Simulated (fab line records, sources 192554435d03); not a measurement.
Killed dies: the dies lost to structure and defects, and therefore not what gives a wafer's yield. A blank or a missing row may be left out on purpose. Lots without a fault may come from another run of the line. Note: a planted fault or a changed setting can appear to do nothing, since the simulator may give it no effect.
fab line records    flow n5-finfet
record: lots: 11  wafers: 30  last-day: 17
route steps=1938 shown MIM_BOT@1832 MIM_TOP_LITHO@1850 MIM_BOT_LITHO@1864 TV_OPEN@1887
lots with no fault: from the same line, run without faults
start-h: the number of hours between the record's first day and the start of the first shown wafer of the lot    wait-h: how many hours have passed since the lot's step before this one    " identical to the entry in the row above    L1.1+2: several wafers, shown together as one row    - either no value or no given start    * or withheld: withheld    < > ~ a bound
route shown NAME@n: names a module that has steps shown in the file, with the first one's number in the route    usual: mean and standard deviation over wafers with no fault    same: alike in all rows    chamber/n: place in a boat    sites: per-site readings    _std_site: the standard deviation of these    _edge_site: inner sites' mean taken away from outer sites' mean    radius-mm: how far each site lies from the wafer's centre    mask NAME#n: copy n    behind: tool/chamber where the wafer was last shaped    hold: what put the lot on hold/how long, in hours/how the hold closed    device: the transistor (n, p or np) that didn't switch    end of line: the same wafers' tests at the end of the route    a step given without rows: its recipe and nothing more    killed: at the first sort, the dies lost to defects and structure; wafer yield is something else    map: a wafer's dies, x killed, . not, _ none there
set.NAME: the setting as run; set.NAME@STEP: as run at that earlier step    model.NAME: the simulator's own value behind a step, which no gauge read
steps of the route over a sample of lots; a table a step, a row a wafer
services: a tool's chamber out of use, with start hour (start-h, from the record's first day; less than 0 if before it), hours out, and reason
== steps ==
step: N5_MIM_BOT_DEGAS_01
recipe: ambient: vacuum  temp-c: 300  time-s: 60
usual: heater-power-w: 445/46
lot.wafer  tool            chamber  start-h  wait-h  heater-power-w
L144.1     pvd-sputter-01  -        264.07   2.0     475
L144.3     "               -        "        "       398
L144.4     "               -        "        "       492
L146.1     pvd-sputter-01  -        273.79   0.0     395
L146.2     "               -        "        "       487
L146.4     "               -        "        "       482
L148.1     pvd-sputter-03  -        299.96   1.8     415
L148.5     "               -        "        "       495
L148.6     "               -        "        "       437
L150.1     pvd-sputter-02  -        304.57   1.7     450
L150.4     "               -        "        "       480
L150.6     "               -        "        "       471
L151.1     pvd-sputter-03  -        310.71   0.3     457
L151.5     "               -        "        "       457
L153.5     pvd-sputter-03  -        320.82   0.8     364
L153.6     "               -        "        "       445
L154.1     pvd-sputter-01  -        336.45   1.7     466
L154.3     "               -        "        "       394
L154.4     "               -        "        "       389
L155.3     pvd-sputter-02  -        340.31   0.5     492
L155.4     "               -        "        "       457
L155.6     "               -        "        "       457
L158.3     pvd-sputter-02  -        350.05   0.5     456
L158.6     "               -        "        "       461
L164.1     pvd-sputter-02  -        400.67   1.7     451
L164.2     "               -        "        "       508
L164.6     "               -        "        "       496
L165.1     pvd-sputter-03  -        400.78   1.3     496
L165.3     "               -        "        "       449
L165.5     "               -        "        "       476
step: N5_MIM_TOP_LITHO_DESCUM_10
recipe: chemistry: O2  time-s: 7.9  source-power-w: 50  bias-power-w: 20  pressure-mtorr: 20  rf-frequency-hz: 2.712e+07  temp-c: 40  o2-flow-sccm: 225
usual: chamber-pressure-mTorr: 19.998/0.018  drypump-motor-current-A: 5.6/0.49  oes-product-au: 0.79/0.056  rf-fwd-power-W: 49.67/0.18  rf-vpp-V: 243.2/1.4  showerhead-plenum-p-Torr: 2.10/0.082  throttle-valve-pct: 20.39/0.18
lot.wafer  tool         chamber  start-h  wait-h  chamber-pressure-mTorr  drypump-motor-current-A  oes-product-au  rf-fwd-power-W  rf-hours-counter-h  rf-vpp-V  showerhead-plenum-p-Torr  throttle-valve-pct
L144.1     rie-diel-01  3        266.68   0.5     20.004                  5.7                      0.79            49.67           74                  242.4     2.03                      20.43
L144.3     "            1        "        "       20.005                  5.3                      0.67            49.81           252                 242.4     2.06                      20.58
L144.4     "            2        "        "       19.978                  6.4                      0.88            49.56           -                   241.8     2.03                      20.18
L146.1     rie-diel-02  3        276.63   0.0     20.018                  4.7                      0.80            49.66           112                 242.7     2.01                      20.55
L146.2     "            0        "        "       19.980                  5.8                      0.80            49.76           81                  244.3     2.10                      20.08
L146.4     "            0        "        "       19.997                  5.8                      0.80            49.63           -                   243.6     2.10                      20.07
L148.1     rie-diel-02  3        301.91   0.0     20.010                  4.8                      0.78            49.61           124                 240.9     2.01                      20.58
L148.5     "            3        "        "       20.019                  4.8                      0.79            49.68           -                   241.5     2.01                      20.56
L148.6     "            1        "        "       19.997                  5.6                      0.80            49.54           -                   242.4     2.11                      20.29
L150.1     rie-diel-06  3        305.88   0.1     19.991                  5.2                      0.81            49.77           92                  246.1     2.18                      20.36
L150.4     "            0        "        "       20.015                  5.3                      0.81            49.74           60                  244.9     2.23                      20.60
L150.6     "            3        "        "       19.970                  5.1                      0.81            49.75           -                   244.3     2.18                      20.36
L151.1     rie-diel-01  3        313.53   0.0     19.982                  5.7                      0.77            49.88           90                  241.8     2.02                      20.47
L151.5     "            1        "        "       19.988                  5.3                      0.96            50.01           -                   242.7     2.06                      20.29
L153.5     rie-diel-06  1        324.96   0.9     20.015                  6.6                      0.76            49.64           -                   241.0     2.00                      20.54
L153.6     "            2        "        "       20.002                  5.4                      0.82            49.83           -                   243.5     2.21                      20.59
L154.1     rie-diel-02  0        338.01   0.3     19.988                  5.8                      0.78            49.80           111                 244.0     2.09                      20.11
L154.3     "            0        "        "       19.999                  5.8                      0.77            50.04           -                   243.6     2.09                      20.13
L154.4     "            1        "        "       19.986                  5.6                      0.76            49.67           -                   245.4     2.11                      20.30
L155.3     rie-diel-01  2        341.60   0.2     20.036                  6.4                      0.84            49.55           59                  243.2     2.02                      20.19
L155.4     "            3        "        "       19.987                  5.7                      0.76            49.80           101                 241.9     2.02                      20.49
L155.6     "            3        "        "       19.977                  5.7                      0.76            49.87           -                   242.0     2.02                      20.49
L158.3     rie-diel-02  3        353.27   0.3     19.994                  4.8                      0.76            49.54           140                 240.8     2.00                      20.60
L158.6     "            3        "        "       20.006                  4.8                      0.77            49.56           -                   240.2     2.00                      20.61
L164.1     rie-diel-06  0        404.33   0.0     19.979                  5.3                      0.78            49.69           93                  246.6     2.22                      20.64
L164.2     "            1        "        "       19.979                  6.7                      0.73            49.68           185                 241.0     1.99                      20.59
L164.6     "            1        "        "       20.015                  6.6                      0.72            49.75           -                   240.9     1.99                      20.59
L165.1     rie-diel-02  3        404.57   0.0     19.993                  4.8                      0.75            49.71           159                 242.8     2.00                      20.65
L165.3     "            0        "        "       20.022                  5.8                      0.75            50.08           135                 243.2     2.09                      20.14
L165.5     "            2        "        "       19.974                  5.7                      0.74            49.41           -                   244.2     2.21                      20.55
step: N5_MIM_BOT_LITHO_INSPECT_12
recipe: mode: adi  inspect-instrument: macro
usual: raw-defect-count: 2/1.5
lot.wafer  tool               chamber  start-h  wait-h  raw-defect-count
L144.1     defect-inspect-02  -        267.62   0.0     1
L144.3     "                  -        "        "       2
L144.4     "                  -        "        "       3
L146.1     defect-inspect-02  -        277.50   0.0     1
L146.2     "                  -        "        "       1
L146.4     "                  -        "        "       4
L148.1     defect-inspect-02  -        302.77   0.0     4
L148.5     "                  -        "        "       1
L148.6     "                  -        "        "       2
L150.1     defect-inspect-01  -        306.72   0.0     0
L150.4     "                  -        "        "       1
L150.6     "                  -        "        "       1
L151.1     defect-inspect-01  -        314.27   0.0     2
L151.5     "                  -        "        "       1
L153.5     defect-inspect-01  -        325.76   0.0     2
L153.6     "                  -        "        "       3
L154.1     defect-inspect-02  -        338.87   0.0     2
L154.3     "                  -        "        "       4
L154.4     "                  -        "        "       0
L155.3     defect-inspect-01  -        342.43   0.0     4
L155.4     "                  -        "        "       3
L155.6     "                  -        "        "       3
L158.3     defect-inspect-02  -        354.12   0.0     1
L158.6     "                  -        "        "       2
L164.1     defect-inspect-02  -        405.25   0.0     4
L164.2     "                  -        "        "       2
L164.6     "                  -        "        "       2
L165.1     defect-inspect-02  -        405.42   0.0     3
L165.3     "                  -        "        "       2
L165.5     "                  -        "        "       3
step: N5_PASSIVATION_PASS_ETCH_74
recipe: chemistry: CF4/O2  target: SiNx  target-depth-a: 2200  time-s: 110  ion-energy-ev: 100  pressure-mtorr: 40  source-w: 535  bias-w: 49  Ar_flow_sccm: 100  cf4-flow-sccm: 100  O2_flow_sccm: 10
usual: O2_flow_sccm: 9.998/0.028  cf4-flow-sccm: 100.0/0.33  chamber-pressure-mTorr: 40.00/0.036  drypump-motor-current-A: 5.6/0.5  oes_o_777_au: 0.82/0.088  oes-product-au: 0.82/0.095  rf-fwd-power-W: 532.5/1.8  rf-vpp-V: 238/4.6  showerhead-plenum-p-Torr: 2.19/0.081  throttle-valve-pct: 15.81/0.28
lot.wafer  tool         chamber  start-h  wait-h  O2_flow_sccm  cf4-flow-sccm  chamber-pressure-mTorr  drypump-motor-current-A  oes_o_777_au  oes-product-au  rf-fwd-power-W  rf-hours-counter-h  rf-vpp-V  showerhead-plenum-p-Torr  throttle-valve-pct
L144.1     rie-diel-03  3        270.32   0.0     10.006        100.6          40.00                   5.4                      0.90          0.92            535.2           29                  236       2.16                      15.91
L144.3     "            2        "        "       9.965         100.3          39.94                   6.5                      0.77          0.74            533.0           183                 241       2.26                      15.95
L144.4     "            0        "        "       9.999         99.9           40.01                   5.6                      0.94          0.93            534.2           16                  234       2.16                      15.80
L146.1     rie-diel-05  1        279.90   0.0     10.041        99.8           39.99                   5.8                      0.94          0.92            534.1           12                  243       2.34                      15.50
L146.2     "            2        "        "       10.005        99.2           40.00                   5.7                      0.97          0.99            531.4           5                   239       2.26                      15.42
L146.4     "            3        "        "       10.039        100.2          39.99                   5.0                      0.90          0.93            532.7           26                  232       2.15                      15.32
L148.1     rie-diel-03  0        304.87   0.0     9.975         100.4          39.97                   5.6                      0.92          0.92            535.7           23                  234       2.16                      15.81
L148.5     "            3        "        "       10.048        99.5           39.96                   5.4                      0.88          0.90            532.3           -                   236       2.16                      15.93
L148.6     "            2        "        "       9.945         99.9           40.01                   6.6                      0.76          0.74            532.7           -                   242       2.26                      15.94
L150.1     rie-diel-04  1        308.79   0.0     10.021        99.6           40.04                   5.0                      0.70          0.69            530.9           208                 231       2.10                      16.07
L150.4     "            0        "        "       9.984         100.0          39.93                   5.1                      0.68          0.69            532.5           -                   245       2.08                      16.01
L150.6     "            1        "        "       9.997         99.7           40.00                   5.0                      0.70          0.68            530.8           -                   232       2.10                      16.08
L151.1     rie-diel-05  1        316.74   0.0     9.984         100.5          39.99                   5.8                      0.93          0.89            533.2           21                  242       2.33                      15.52
L151.5     "            3        "        "       10.000        100.4          40.01                   5.0                      0.89          0.91            534.0           -                   233       2.15                      15.33
L153.5     rie-diel-04  1        331.73   0.0     10.014        99.7           39.98                   5.0                      0.70          0.67            533.8           -                   233       2.10                      16.09
L153.6     "            3        "        "       10.004        99.9           39.99                   6.1                      0.73          0.72            531.8           -                   233       2.11                      16.13
L154.1     rie-diel-04  3        340.40   0.0     10.009        100.0          40.04                   6.1                      0.73          0.73            531.3           182                 232       2.11                      16.12
L154.3     "            1        "        "       10.013        99.6           39.98                   5.0                      0.70          0.68            533.0           220                 230       2.10                      16.10
L154.4     "            0        "        "       9.992         100.3          40.06                   5.1                      0.99          1.02            530.6           2                   242       2.34                      15.52
L155.3     rie-diel-05  1        346.70   0.0     9.985         99.7           40.01                   5.8                      0.90          0.88            533.8           30                  243       2.33                      15.51
L155.4     "            0        "        "       9.988         99.8           40.06                   5.5                      0.81          0.82            531.1           99                  240       2.22                      15.55
L155.6     "            0        "        "       10.002        99.8           40.02                   5.5                      0.81          0.82            532.0           -                   238       2.22                      15.55
L158.3     rie-diel-05  1        356.70   0.0     10.069        100.0          39.98                   5.8                      0.89          0.88            532.2           33                  242       2.33                      15.55
L158.6     "            0        "        "       9.969         100.0          39.95                   5.5                      0.81          0.81            534.1           -                   240       2.22                      15.54
L164.1     rie-diel-05  0        406.96   0.0     10.012        99.9           40.05                   5.5                      0.79          0.80            531.8           117                 240       2.21                      15.60
L164.2     "            2        "        "       9.969         77.9           39.97                   5.7                      1.16          0.88            531.7           40                  234       2.08                      14.57
L164.6     "            1        "        "       10.004        99.3           39.99                   5.8                      0.87          0.85            531.2           -                   242       2.32                      15.57
L165.1     rie-diel-04  1        409.06   0.0     10.021        100.0          40.01                   5.0                      0.68          0.67            533.9           237                 231       2.09                      16.12
L165.3     "            3        "        "       10.057        100.1          40.05                   6.0                      0.72          0.72            533.9           199                 233       2.10                      16.18
L165.5     "            3        "        "       10.027        100.1          40.01                   6.1                      0.72          0.72            531.2           -                   232       2.10                      16.17
== services ==
tool            chamber  start-h  hours  kind
rie-diel-05     2        243.42   -      clean
rie-diel-05     2        243.42   -      consumable-replace:focus-ring
rie-diel-05     2        243.42   18.1   scheduled-down
rie-diel-05     2        243.42   18.1   vent-cycle
rie-diel-02     1        259.35   18.6   repair
rie-diel-04     2        287.02   -      clean
rie-diel-04     2        287.02   -      consumable-replace:focus-ring
rie-diel-04     0        309.21   -      clean
rie-diel-04     0        309.21   -      consumable-replace:esc
rie-diel-04     0        309.21   -      consumable-replace:focus-ring
rie-diel-04     0        309.21   -      consumable-replace:showerhead
pvd-sputter-03  -        328.74   2.3    repair
rie-diel-02     3        329.31   13.5   repair
rie-diel-03     1        342.20   1.8    repair
rie-diel-06     -        358.14   0.3    repair
rie-diel-04     1        359.38   18.2   repair
pvd-sputter-01  -        359.72   0.6    repair
rie-diel-05     3        367.83   2.5    repair
rie-diel-01     1        368.16   6.0    repair
rie-diel-03     3        370.70   7.7    repair
rie-diel-02     1        382.68   3.1    repair
rie-diel-04     2        385.79   2.7    repair
rie-diel-03     3        389.13   16.0   repair
rie-diel-01     3        400.26   16.0   repair
== key ==
first-sign: step: N5_PASSIVATION_PASS_ETCH_74  reading: cf4-flow-sccm  direction: down  sigmas: 67  usual: 100.0  struck: 77.9
effect: step: N5_PASSIVATION_PASS_ETCH_74  reading: throttle-valve-pct  direction: down  sigmas: 4.5  usual: *  struck: *
met-at N5_PASSIVATION_PASS_ETCH_74
struck-lots L164
struck-wafers L164.2
not-acting-at N5_MIM_BOT_DEGAS_01,N5_MIM_TOP_LITHO_DESCUM_10,N5_MIM_BOT_LITHO_INSPECT_12
onset-between 279.90 406.96
fault: kind: process-parameter-drift  tool: rie-diel-05  chamber: 2  onset-h: 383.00  steps: N5_PASSIVATION_PASS_ETCH_74  channel: cf4-flow-sccm  offset: -22.5  shape: step  end-h: 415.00  acts-in: these-recipes-only  stated: 100
